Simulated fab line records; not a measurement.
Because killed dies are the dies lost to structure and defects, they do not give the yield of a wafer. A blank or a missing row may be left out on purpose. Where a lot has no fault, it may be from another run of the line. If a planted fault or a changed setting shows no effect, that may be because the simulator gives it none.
fab line records | flow n5-finfet
record lots=7 wafers=21
route steps=1938 shown MIM_BOT@1833 MIM_TOP@1835 TV_OPEN@1888
start-h: hours from the record's opening day to when the first of the lot's shown wafers began | wait-h: hours since the lot's step before | " as in the row above | L1.1+2: one row covering several wafers at once | - no value, or no start given | * or withheld: withheld | < > ~ a bound
route shown NAME@n: NAME is a module with steps in the file, n the number in the route of the first one | usual: the fault-free wafers' mean and standard deviation | same: alike in all rows | chamber/n: place in a boat | sites: the reading at each site | _std_site: standard deviation across them | _edge_site: inner sites' mean taken away from outer sites' mean | radius-mm: how far each site lies from the wafer's centre | mask NAME#n: copy n | behind: the last tool/chamber to shape the wafer | hold: cause of the lot's hold/its duration in hours/its outcome | device: names the non-switching transistor (n, p or np) | end of line: at the end of the route, the tests of the same wafers | for a step that has no rows: nothing shown but its recipe | killed: dies that structure and defects cost at the first sort, which is not the same as the wafer's yield | map: per-die view of a wafer (x killed, . not killed, _ where there is no die)
set.NAME: the setting as run; set.NAME@STEP: as run at that earlier step | model.NAME: the simulator's own value behind a step, which no gauge read
one table per step and one row per wafer, for lots whose settings were changed on purpose
## steps
# step N5_MIM_BOT_SPUTTER_00
# recipe material=TiN target-thk-a=350 temp-c=200 power-w=3000 chamber-pressure-pa=0.49996 gas=Ar reactive-partial-pa=0.37997 time-s=89.7
# columns lot.wafer tool chamber start-h wait-h set.time-s model.TiN_of_MIM_BOT_SPUTTER_00.thk-nm
L080.1 pvd-sputter-02 - 359.75 0.0 89.7 34.8
L080.4 " - " " 89.7 35.2
L080.5 " - " " 97.62 38.2
L083.2+3 pvd-sputter-03 - 384.85 0.0 89.7 35
L083.4 " - " " 89.7 35.2
L085.3 pvd-sputter-02 - 392.42 0.0 81.77 32
L085.4 " - " " 81.77 31.4
L085.6 " - " " 89.7 34.6
L084.3 pvd-sputter-02 - 393.86 0.0 89.7 35
L084.4 " - " " 89.7 34.8
L084.6 " - " " 89.7 34.6
L076.1 pvd-sputter-01 - 404.13 0.0 89.7 35
L076.2 " - " " 99.61 38.4
L076.3 " - " " 89.7 34.4
L090.1 pvd-sputter-01 - 411.38 0.0 97.62 37.8
L090.3 " - " " 97.62 37.4
L090.4 " - " " 89.7 34.8
L093.1 pvd-sputter-03 - 442.54 0.0 89.7 34.6
L093.3+5 " - " " 96.2 36.8
# step N5_MIM_TOP_ALD_01
# recipe material=HfO2 target-thk-a=56 temp-c=withheld ald-precursor-family=Hf-amide ald-co-reactant=O3 pulse-time-s=1 purge-time-s=3 co-reactant-purge-time-s=2 co-reactant-pulse-time-s=3 ald-cycles=62
# columns lot.wafer tool chamber start-h wait-h set.ald-cycles model.HfO2_of_MIM_TOP_ALD_01.thk-nm
L080.1+4+5 ald-hk-03 1,2,0 - - 62 5.6
L083.2+3+4 ald-hk-01 0,2,3 - - 62 5.6
L085.3+4+6 ald-hk-01 0,1,1 - - 62 5.6
L084.3+4+6 ald-hk-02 1,3,3 - - 62 5.6
L076.1+3 ald-hk-02 3,1 - - 62 5.6
L076.2 " 2 " " 56 5
L090.1+4 ald-hk-02 3,2 - - 62 5.6
L090.3 " 0 " " 53 4.8
L093.1+5 ald-hk-03 3,2 - - 62 5.6
L093.3 " 1 " " 55 5
# step N5_PASSIVATION_VIA_ETCH_13
# recipe chemistry=CHF3/O2 target=SiO2 target-depth-a=6600 CHF3_flow_sccm=50 O2_flow_sccm=5 Ar_flow_sccm=200 time-s=330 mask-material=PR pressure-mtorr=30 source-w=650 bias-w=170 ion-energy-ev=200 ends=cleared
# usual rf-vpp-V=527/11
# columns lot.wafer tool chamber start-h wait-h set.bias-w rf-vpp-V
L080.1 rie-diel-04 3 364.46 0.0 170 512
L080.4 " 2 " " 170 534
L080.5 " 2 " " 184.7 569
L083.2 rie-diel-02 2 389.58 0.0 170 544
L083.3 " 3 " " 170 507
L083.4 " 0 " " 170 529
L084.3 rie-diel-04 0 400.25 0.0 170 508
L084.4 " 3 " " 177.7 530
L084.6 " 2 " " 170 533
L085.3 rie-diel-06 2 400.26 0.0 187.2 577
L085.4 " 0 " " 170 534
L085.6 " 1 " " 187.2 577
L076.1 rie-diel-02 0 411.63 0.0 170 531
L076.2 " 2 " " 170 544
L076.3 " 1 " " 170 524
L090.1 rie-diel-04 2 418.06 0.0 170 533
L090.3 " 1 " " 200 590
L090.4 " 3 " " 200 584
L093.1 rie-diel-06 0 452.08 0.0 170 535
L093.3 " 1 " " 170 534
L093.5 " 3 " " 157.6 505
## key
split step=N5_MIM_BOT_SPUTTER_00 setting=time-s stated=89.7 by=wafer
response step=N5_MIM_BOT_SPUTTER_00 reading=model.TiN_of_MIM_BOT_SPUTTER_00.thk-nm change=+0.331 per=1% r=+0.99
split step=N5_MIM_TOP_ALD_01 setting=ald-cycles stated=62 by=wafer
response step=N5_MIM_TOP_ALD_01 reading=model.HfO2_of_MIM_TOP_ALD_01.thk-nm change=+0.056 per=1% r=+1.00
split step=N5_PASSIVATION_VIA_ETCH_13 setting=bias-w stated=170 by=wafer
response step=N5_PASSIVATION_VIA_ETCH_13 reading=rf-vpp-V change=+3.63 per=1% r=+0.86
